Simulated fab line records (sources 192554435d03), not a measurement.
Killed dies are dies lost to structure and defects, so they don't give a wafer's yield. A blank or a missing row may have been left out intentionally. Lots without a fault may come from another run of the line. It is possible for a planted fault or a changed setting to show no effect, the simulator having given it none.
Which of the tools did it? + flow n5 finfet + 22 lots with 66 wafers sampled at 6 steps, on a route of 1938 steps

## WHAT THE GAUGES SHOWED, per wafer
Not one reading of a measure or inspect step in the record can be checked against a usual standard deviation.

## EACH LOT AND THE TOOL THAT RAN IT (in order: tool; ch and the chambers of the sampled wafers; start)
| lot  | N5_WELL_APT_RTA_34              | N5_PMOS_HMC_CHANNEL_EPI_CMP_21 | N5_FIN_SAQP_HM_OPEN_33            | N5_FIN_CUT_ETCH_20                | N5_DUMMY_GATE_ETCH_32           | N5_SD_EPI_N_ETCH_34               |
|------|---------------------------------|--------------------------------|-----------------------------------|-----------------------------------|---------------------------------|-----------------------------------|
| L074 | rtp anneal-02 ch 0, day 1 16:24 | cmp-04 ch 1,2,3, day 1 19:49   | rie diel-01 ch 0,1, day 2 02:42   | rie diel-06 ch 0,1,3, day 2 03:43 | rie si-06 ch 0,2,3, day 3 02:55 | rie diel-04 ch 1,2,3, day 3 04:24 |
| L075 | rtp anneal-02 ch 0, day 1 22:10 | cmp-01 ch 0,2,3, day 2 01:36   | rie diel-04 ch 0,2,3, day 2 07:32 | rie diel-03 ch 1,2,3, day 2 08:41 | rie si-03 ch 0,3, day 3 04:40   | rie diel-01 ch 0,2,3, day 3 06:17 |
| L076 | rtp anneal-01 ch 0, day 2 04:13 | cmp-04 ch 1,2,3, day 2 07:38   | rie diel-01 ch 0,2,3, day 2 13:30 | rie diel-06 ch 0,1,2, day 2 14:41 | rie si-06 ch 0,1,3, day 3 10:33 | rie diel-02 ch 0,3, day 3 12:17   |
| L078 | rtp anneal-01 ch 0, day 2 16:12 | cmp-01 ch 0,1,3, day 2 20:01   | rie diel-02 ch 0,3, day 3 02:20   | rie diel-06 ch 1,2,3, day 3 03:29 | rie si-05 ch 0,2,3, day 3 23:17 | rie diel-04 ch 0,1,3, day 4 01:11 |
| L079 | rtp anneal-02 ch 0, day 2 21:42 | cmp-04 ch 0,1,2, day 3 01:33   | rie diel-02 ch 0,1, day 3 07:43   | rie diel-05 ch 0,1,3, day 3 08:54 | rie si-03 ch 0,1,2, day 4 04:24 | rie diel-01 ch 0,2,3, day 4 06:07 |
| L080 | rtp anneal-01 ch 0, day 3 04:29 | cmp-04 ch 1,2, day 3 09:00     | rie diel-02 ch 0,3, day 3 16:35   | rie diel-06 ch 0,1,2, day 3 17:51 | rie si-05 ch 2,3, day 4 12:52   | rie diel-02 ch 1,2, day 4 14:30   |
| L081 | rtp anneal-02 ch 0, day 3 09:40 | cmp-01 ch 0,1,3, day 3 13:16   | rie diel-04 ch 1,2,3, day 3 20:36 | rie diel-03 ch 0,1,2, day 3 21:37 | rie si-06 ch 1,2,3, day 4 16:55 | rie diel-01 ch 0,2,3, day 4 18:55 |
| L082 | rtp anneal-01 ch 0, day 3 15:49 | cmp-01 ch 1,2, day 3 19:45     | rie diel-04 ch 1,2,3, day 4 03:09 | rie diel-06 ch 0,2, day 4 04:10   | rie si-03 ch 0,1,2, day 4 23:38 | rie diel-01 ch 0,2,3, day 5 02:33 |
| L083 | rtp anneal-02 ch 0, day 3 22:41 | cmp-01 ch 0,1, day 4 02:32     | rie diel-02 ch 1,2, day 4 09:10   | rie diel-05 ch 0,2, day 4 10:19   | rie si-06 ch 0,2, day 5 08:21   | rie diel-01 ch 0,2, day 5 09:58   |
| L084 | rtp anneal-01 ch 0, day 4 03:50 | cmp-02 ch 1,2,3, day 4 07:43   | rie diel-04 ch 0,3, day 4 13:37   | rie diel-03 ch 0,1, day 4 14:37   | rie si-05 ch 0,1,2, day 5 10:02 | rie diel-01 ch 0,1,2, day 5 12:14 |
| L085 | rtp anneal-02 ch 0, day 4 09:46 | cmp-01 ch 0,1,2, day 4 13:50   | rie diel-04 ch 1,2,3, day 4 23:14 | rie diel-06 ch 0,1, day 5 00:26   | rie si-05 ch 1,2,3, day 5 20:49 | rie diel-01 ch 0,1,2, day 5 22:19 |
| L086 | rtp anneal-01 ch 0, day 4 15:58 | cmp-01 ch 0,2,3, day 4 19:31   | rie diel-04 ch 0,3, day 5 03:39   | rie diel-06 ch 0,1, day 5 04:40   | rie si-03 ch 0,2, day 6 00:09   | rie diel-02 ch 1,3, day 6 01:46   |
| L087 | rtp anneal-01 ch 0, day 4 22:01 | cmp-02 ch 0,1,3, day 5 01:52   | rie diel-01 ch 1,2, day 5 08:10   | rie diel-06 ch 0,1,2, day 5 09:22 | rie si-06 ch 0,3, day 6 05:23   | rie diel-01 ch 0,1,2, day 6 07:07 |
| L088 | rtp anneal-02 ch 0, day 5 04:35 | cmp-01 ch 1,3, day 5 08:16     | rie diel-01 ch 0,3, day 5 14:49   | rie diel-03 ch 0,2, day 5 16:04   | rie si-03 ch 0,1,2, day 6 11:02 | rie diel-02 ch 0,1, day 6 12:50   |
| L089 | rtp anneal-01 ch 0, day 5 10:00 | cmp-04 ch 0,3, day 5 13:34     | rie diel-02 ch 2,3, day 5 19:39   | rie diel-05 ch 1,3, day 5 20:41   | rie si-03 ch 0,1, day 6 16:17   | rie diel-04 ch 0,1,3, day 6 18:02 |
| L090 | rtp anneal-01 ch 0, day 5 15:48 | cmp-01 ch 1,3, day 5 19:44     | rie diel-04 ch 0,1,3, day 6 01:56 | rie diel-03 ch 1,2, day 6 03:04   | rie si-03 ch 1,3, day 6 22:20   | rie diel-02 ch 0,1,2, day 7 00:58 |
| L092 | rtp anneal-01 ch 0, day 6 03:52 | cmp-01 ch 0,3, day 6 07:30     | rie diel-01 ch 1,2,3, day 6 13:38 | rie diel-06 ch 1,2,3, day 6 14:50 | rie si-05 ch 0,2,3, day 7 12:10 | rie diel-01 ch 0,2,3, day 7 13:46 |
| L093 | rtp anneal-02 ch 0, day 6 10:48 | cmp-04 ch 1,2, day 6 15:20     | rie diel-01 ch 2,3, day 6 22:10   | rie diel-06 ch 0,1,3, day 6 23:10 | rie si-05 ch 0,2,3, day 7 19:53 | rie diel-04 ch 0,1,2, day 7 21:23 |
| L094 | rtp anneal-02 ch 0, day 6 16:26 | cmp-04 ch 0,1, day 6 20:12     | rie diel-01 ch 1,2,3, day 7 02:50 | rie diel-05 ch 0,2,3, day 7 03:52 | rie si-05 ch 1,2, day 7 23:13   | rie diel-04 ch 2,3, day 8 00:50   |
| L095 | rtp anneal-02 ch 0, day 6 22:12 | cmp-02 ch 0,1,3, day 7 02:05   | rie diel-01 ch 0,1,2, day 7 08:13 | rie diel-05 ch 0,1,3, day 7 10:03 | rie si-05 ch 0,2,3, day 8 05:13 | rie diel-04 ch 1,2, day 8 06:54   |
| L096 | rtp anneal-02 ch 0, day 7 04:01 | cmp-04 ch 2,3, day 7 08:12     | rie diel-04 ch 0,2,3, day 7 14:23 | rie diel-05 ch 0,1,2, day 7 15:50 | rie si-05 ch 1,2,3, day 8 11:33 | rie diel-04 ch 0,1,2, day 8 13:15 |
| L097 | rtp anneal-01 ch 0, day 7 11:13 | cmp-01 ch 2,3, day 7 15:11     | rie diel-01 ch 0,1, day 7 21:32   | rie diel-06 ch 1,2, day 7 22:35   | rie si-03 ch 0,2,3, day 8 18:24 | rie diel-01 ch 1,2,3, day 8 20:28 |
- N5_WELL_APT_RTA_34: time 10 s.
- N5_PMOS_HMC_CHANNEL_EPI_CMP_21: polishes SiGe30, target thk 54 nm.
- N5_FIN_SAQP_HM_OPEN_33: chemistry CH3F/O2, target SiNx, target depth 49.4 nm, time 70.6 s.
- N5_FIN_CUT_ETCH_20: etches SiARC in CF4, target depth 26 nm, time 43.3 s.
- N5_DUMMY_GATE_ETCH_32: etches SiO2 in CF4, target depth 3.5 nm, time 3.9 s.
- N5_SD_EPI_N_ETCH_34: etches SiARC in CF4, target depth 45.5 nm, time 75.8 s.

## WHAT THE TOOLS THEMSELVES READ (means of the sampled wafers that have a number; where no wafer has one, the mark that the record gives instead)
N5_WELL_APT_RTA_34.
| lot  | tool          | lamp power pct (%) | wafer_temp_C_max |
|------|---------------|--------------------|------------------|
| L074 | rtp anneal-02 | 13.05              | 1003.9           |
| L075 | rtp anneal-02 | 12.99              | 1003.6           |
| L076 | rtp anneal-01 | 12.99              | 1003.8           |
| L078 | rtp anneal-01 | 13.04              | 1002.9           |
| L079 | rtp anneal-02 | 12.99              | 1002.7           |
| L080 | rtp anneal-01 | 13.03              | 1003.9           |
| L081 | rtp anneal-02 | 13.00              | 1002.9           |
| L082 | rtp anneal-01 | 12.97              | 1003.8           |
| L083 | rtp anneal-02 | 13.01              | 1003.8           |
| L084 | rtp anneal-01 | 12.99              | 1004.4           |
| L085 | rtp anneal-02 | 12.99              | 1003.3           |
| L086 | rtp anneal-01 | 12.99              | 1003.4           |
| L087 | rtp anneal-01 | 12.98              | 1003.6           |
| L088 | rtp anneal-02 | 13.01              | 1003.5           |
| L089 | rtp anneal-01 | 13.00              | 1003.5           |
| L090 | rtp anneal-01 | 12.99              | 1004.9           |
| L092 | rtp anneal-01 | 12.95              | 1004.0           |
| L093 | rtp anneal-02 | 12.99              | 1003.5           |
| L094 | rtp anneal-02 | 13.00              | 1003.5           |
| L095 | rtp anneal-02 | 13.04              | 1004.5           |
| L096 | rtp anneal-02 | 13.00              | 1003.5           |
| L097 | rtp anneal-01 | 12.96              | 1002.9           |

N5_PMOS_HMC_CHANNEL_EPI_CMP_21.
| lot  | tool   | motor current A (A) | retaining ring pressure frac |
|------|--------|---------------------|------------------------------|
| L074 | cmp-04 | 12.2                | 1.002                        |
| L075 | cmp-01 | 13.2                | 1.000                        |
| L076 | cmp-04 | 12.2                | 0.996                        |
| L078 | cmp-01 | 11.7                | 0.999                        |
| L079 | cmp-04 | 12.6                | 0.999                        |
| L080 | cmp-04 | 12.9                | 1.001                        |
| L081 | cmp-01 | 12.2                | 1.001                        |
| L082 | cmp-01 | 11.8                | 1.001                        |
| L083 | cmp-01 | 11.4                | 1.001                        |
| L084 | cmp-02 | 12.8                | 1.000                        |
| L085 | cmp-01 | 12.9                | 0.999                        |
| L086 | cmp-01 | 12.8                | 1.003                        |
| L087 | cmp-02 | 12.5                | 1.003                        |
| L088 | cmp-01 | 10.2                | 0.995                        |
| L089 | cmp-04 | 13.2                | 0.999                        |
| L090 | cmp-01 | 10.6                | 1.002                        |
| L092 | cmp-01 | 13.0                | 1.002                        |
| L093 | cmp-04 | 13.1                | 1.004                        |
| L094 | cmp-04 | 12.4                | 0.999                        |
| L095 | cmp-02 | 12.6                | 0.998                        |
| L096 | cmp-04 | 12.1                | 0.998                        |
| L097 | cmp-01 | 12.0                | 0.995                        |

N5_FIN_SAQP_HM_OPEN_33.
| lot  | tool        | drypump motor current A (A) | etch rf on time s (s) | oes product au (a.u.) | rf vpp V (V) | showerhead plenum p Torr (Torr) | throttle valve pct (%) |
|------|-------------|-----------------------------|-----------------------|-----------------------|--------------|---------------------------------|------------------------|
| L074 | rie diel-01 | 6.1                         | 68.9                  | 0.74                  | 299          | 2.00                            | 16.26                  |
| L075 | rie diel-04 | 5.6                         | 71.6                  | 0.66                  | 297          | 2.04                            | 16.34                  |
| L076 | rie diel-01 | 6.1                         | 70.1                  | 0.67                  | 297          | 1.98                            | 16.32                  |
| L078 | rie diel-02 | 5.9                         | 67.7                  | 0.61                  | 294          | 2.06                            | 16.54                  |
| L079 | rie diel-02 | 5.9                         | 67.8                  | 0.67                  | 294          | 2.04                            | 16.56                  |
| L080 | rie diel-02 | 5.9                         | 69.0                  | 0.60                  | 295          | 2.05                            | 16.55                  |
| L081 | rie diel-04 | 5.7                         | 68.6                  | 0.69                  | 298          | 2.05                            | 16.39                  |
| L082 | rie diel-04 | 5.7                         | 68.3                  | 0.68                  | 298          | 2.05                            | 16.40                  |
| L083 | rie diel-02 | 6.1                         | 68.5                  | 0.68                  | 295          | 2.05                            | 16.58                  |
| L084 | rie diel-04 | 5.5                         | 68.2                  | 0.62                  | 300          | 2.05                            | 16.62                  |
| L085 | rie diel-04 | 5.7                         | 67.3                  | 0.69                  | 298          | 2.05                            | 16.41                  |
| L086 | rie diel-04 | 5.4                         | 67.3                  | 0.62                  | 293          | 2.02                            | 16.50                  |
| L087 | rie diel-01 | 5.8                         | 70.9                  | 0.71                  | 300          | 1.96                            | 16.33                  |
| L088 | rie diel-01 | 6.4                         | 71.2                  | 0.62                  | 298          | 2.02                            | 16.49                  |
| L089 | rie diel-02 | 5.7                         | 70.0                  | 0.63                  | 295          | 2.04                            | 16.45                  |
| L090 | rie diel-04 | 5.5                         | 68.8                  | 0.65                  | 296          | 2.04                            | 16.54                  |
| L092 | rie diel-01 | 6.2                         | 69.2                  | 0.67                  | 302          | 2.01                            | 16.47                  |
| L093 | rie diel-01 | 6.3                         | 70.7                  | 0.63                  | 301          | 2.02                            | 16.55                  |
| L094 | rie diel-01 | 6.2                         | 70.0                  | 0.67                  | 300          | 2.01                            | 16.47                  |
| L095 | rie diel-01 | 5.9                         | 70.4                  | 0.67                  | 297          | 1.95                            | 16.31                  |
| L096 | rie diel-04 | 5.6                         | 69.7                  | 0.63                  | 296          | 2.02                            | 16.42                  |
| L097 | rie diel-01 | 6.0                         | 69.5                  | 0.67                  | 296          | 1.95                            | 16.27                  |

N5_FIN_CUT_ETCH_20.
| lot  | tool        | drypump motor current A (A) | etch rf on time s (s) | oes product au (a.u.) | rf vpp V (V) | showerhead plenum p Torr (Torr) | throttle valve pct (%) |
|------|-------------|-----------------------------|-----------------------|-----------------------|--------------|---------------------------------|------------------------|
| L074 | rie diel-06 | 6.0                         | 44.3                  | 0.69                  | 184.1        | 2.19                            | 15.81                  |
| L075 | rie diel-03 | 5.9                         | 43.5                  | 0.65                  | 183.6        | 2.18                            | 15.73                  |
| L076 | rie diel-06 | 5.8                         | 43.1                  | 0.65                  | 184.6        | 2.16                            | 15.91                  |
| L078 | rie diel-06 | 5.9                         | 43.0                  | 0.70                  | 183.3        | 2.13                            | 15.73                  |
| L079 | rie diel-05 | 5.7                         | 44.2                  | 0.67                  | 183.5        | 2.12                            | 15.56                  |
| L080 | rie diel-06 | 5.9                         | 43.2                  | 0.65                  | 184.3        | 2.16                            | 15.92                  |
| L081 | rie diel-03 | 6.0                         | 43.8                  | 0.67                  | 184.8        | 2.18                            | 15.68                  |
| L082 | rie diel-06 | 5.5                         | 42.7                  | 0.63                  | 183.4        | 2.10                            | 15.90                  |
| L083 | rie diel-05 | 6.2                         | 43.5                  | 0.76                  | 185.1        | 2.21                            | 15.45                  |
| L084 | rie diel-03 | 6.0                         | 43.4                  | 0.67                  | 184.4        | 2.16                            | 15.62                  |
| L085 | rie diel-06 | 6.2                         | 43.4                  | 0.65                  | 185.8        | 2.22                            | 15.96                  |
| L086 | rie diel-06 | 6.0                         | 43.6                  | 0.63                  | 184.3        | 2.22                            | 16.04                  |
| L087 | rie diel-06 | 5.8                         | 43.4                  | 0.64                  | 184.4        | 2.16                            | 15.94                  |
| L088 | rie diel-03 | 6.0                         | 43.4                  | 0.68                  | 185.1        | 2.18                            | 15.71                  |
| L089 | rie diel-05 | 5.2                         | 44.4                  | 0.61                  | 183.0        | 2.04                            | 15.75                  |
| L090 | rie diel-03 | 6.1                         | 43.9                  | 0.64                  | 184.5        | 2.17                            | 15.75                  |
| L092 | rie diel-06 | 5.9                         | 43.5                  | 0.67                  | 184.1        | 2.12                            | 15.78                  |
| L093 | rie diel-06 | 6.0                         | 44.5                  | 0.66                  | 184.3        | 2.17                            | 15.89                  |
| L094 | rie diel-05 | 5.6                         | 43.6                  | 0.69                  | 183.7        | 2.13                            | 15.66                  |
| L095 | rie diel-05 | 5.8                         | 44.4                  | 0.65                  | 183.3        | 2.11                            | 15.61                  |
| L096 | rie diel-05 | 5.8                         | 42.9                  | 0.71                  | 183.7        | 2.13                            | 15.52                  |
| L097 | rie diel-06 | 6.0                         | 43.1                  | 0.65                  | 183.8        | 2.16                            | 15.89                  |

N5_DUMMY_GATE_ETCH_32.
| lot  | tool      | drypump motor current A (A) | oes product au (a.u.) | throttle valve pct (%) |
|------|-----------|-----------------------------|-----------------------|------------------------|
| L074 | rie si-06 | 6.1                         | 1.008                 | 21.89                  |
| L075 | rie si-03 | 5.9                         | 1.016                 | 21.78                  |
| L076 | rie si-06 | 6.0                         | 0.992                 | 21.80                  |
| L078 | rie si-05 | 5.5                         | 0.998                 | 21.78                  |
| L079 | rie si-03 | 5.8                         | 1.014                 | 21.50                  |
| L080 | rie si-05 | 5.5                         | 0.990                 | 21.74                  |
| L081 | rie si-06 | 6.2                         | 1.003                 | 22.07                  |
| L082 | rie si-03 | 5.8                         | 1.000                 | 21.49                  |
| L083 | rie si-06 | 6.2                         | 0.995                 | 22.05                  |
| L084 | rie si-05 | 5.3                         | 0.993                 | 21.66                  |
| L085 | rie si-05 | 5.4                         | 0.990                 | 21.62                  |
| L086 | rie si-03 | 5.9                         | 1.009                 | 21.47                  |
| L087 | rie si-06 | 5.9                         | 1.026                 | 21.72                  |
| L088 | rie si-03 | 5.7                         | 1.012                 | 21.50                  |
| L089 | rie si-03 | 5.8                         | 1.001                 | 21.49                  |
| L090 | rie si-03 | 5.6                         | 1.008                 | 21.67                  |
| L092 | rie si-05 | 5.5                         | 1.002                 | 21.78                  |
| L093 | rie si-05 | 5.5                         | 1.001                 | 21.78                  |
| L094 | rie si-05 | 5.1                         | 0.995                 | 21.41                  |
| L095 | rie si-05 | 5.5                         | 1.001                 | 21.78                  |
| L096 | rie si-05 | 5.4                         | 0.985                 | 21.62                  |
| L097 | rie si-03 | 5.9                         | 1.014                 | 21.63                  |

N5_SD_EPI_N_ETCH_34.
| lot  | tool        | drypump motor current A (A) | etch rf on time s (s) | oes product au (a.u.) | rf vpp V (V) | showerhead plenum p Torr (Torr) | throttle valve pct (%) |
|------|-------------|-----------------------------|-----------------------|-----------------------|--------------|---------------------------------|------------------------|
| L074 | rie diel-04 | 5.7                         | 74.6                  | 0.70                  | 185.3        | 2.19                            | 15.61                  |
| L075 | rie diel-01 | 6.1                         | 78.1                  | 0.66                  | 183.8        | 2.12                            | 15.59                  |
| L076 | rie diel-02 | 5.8                         | 75.9                  | 0.61                  | 184.8        | 2.19                            | 15.81                  |
| L078 | rie diel-04 | 5.5                         | 73.7                  | 0.67                  | 185.1        | 2.18                            | 15.74                  |
| L079 | rie diel-01 | 6.1                         | 77.3                  | 0.66                  | 183.5        | 2.12                            | 15.61                  |
| L080 | rie diel-02 | 6.1                         | 74.5                  | 0.68                  | 184.6        | 2.18                            | 15.77                  |
| L081 | rie diel-01 | 6.1                         | 77.3                  | 0.65                  | 183.5        | 2.11                            | 15.61                  |
| L082 | rie diel-01 | 6.1                         | 78.4                  | 0.65                  | 183.8        | 2.11                            | 15.62                  |
| L083 | rie diel-01 | 5.8                         | 78.4                  | 0.66                  | 183.4        | 2.05                            | 15.46                  |
| L084 | rie diel-01 | 5.9                         | 76.5                  | 0.69                  | 184.3        | 2.10                            | 15.54                  |
| L085 | rie diel-01 | 5.9                         | 77.1                  | 0.69                  | 183.5        | 2.10                            | 15.55                  |
| L086 | rie diel-02 | 5.6                         | 74.2                  | 0.66                  | 184.7        | 2.14                            | 15.67                  |
| L087 | rie diel-01 | 5.9                         | 77.4                  | 0.68                  | 184.0        | 2.10                            | 15.56                  |
| L088 | rie diel-02 | 5.9                         | 75.8                  | 0.71                  | 184.2        | 2.16                            | 15.64                  |
| L089 | rie diel-04 | 5.5                         | 74.7                  | 0.64                  | 185.0        | 2.17                            | 15.78                  |
| L090 | rie diel-02 | 6.2                         | 75.7                  | 0.70                  | 184.0        | 2.19                            | 15.74                  |
| L092 | rie diel-01 | 6.1                         | 77.8                  | 0.63                  | 183.9        | 2.11                            | 15.66                  |
| L093 | rie diel-04 | 5.6                         | 75.6                  | 0.67                  | 184.6        | 2.15                            | 15.53                  |
| L094 | rie diel-04 | 5.7                         | 75.3                  | 0.62                  | 184.8        | 2.19                            | 15.85                  |
| L095 | rie diel-04 | 5.8                         | 76.0                  | 0.68                  | 184.4        | 2.16                            | 15.44                  |
| L096 | rie diel-04 | 5.6                         | 76.0                  | 0.66                  | 184.8        | 2.15                            | 15.54                  |
| L097 | rie diel-01 | 6.2                         | 76.3                  | 0.66                  | 184.5        | 2.14                            | 15.77                  |

## THE ANSWER, worked out from the rows above alone
Rule: what is usual is taken from the lots themselves. Put in order of their means at a reading, lots are off if they are a third of the lots or fewer, leave a main group of 4 or more, and stand apart from it by a gap of 3 or more times the standard deviation of the main group's means; of several such gaps the widest counts. Not used: any main group whose means are identical at the precision the tables above print for the reading. Also off: a lot with no number at a reading for which 4 or more lots have one. Where the step has rows for the other lots, those lots are counted as sound. Order of review: gauges by route order, followed by the tools' own readings, for which a lot's mean as printed above is used. At the first step where some lot is off, the reading lying furthest off is the one used; lots without a number count as furthest.
No lot is off on any of the readings shown, so nothing can be concluded from this.

## WHAT THE SIMULATOR HAD PUT IN
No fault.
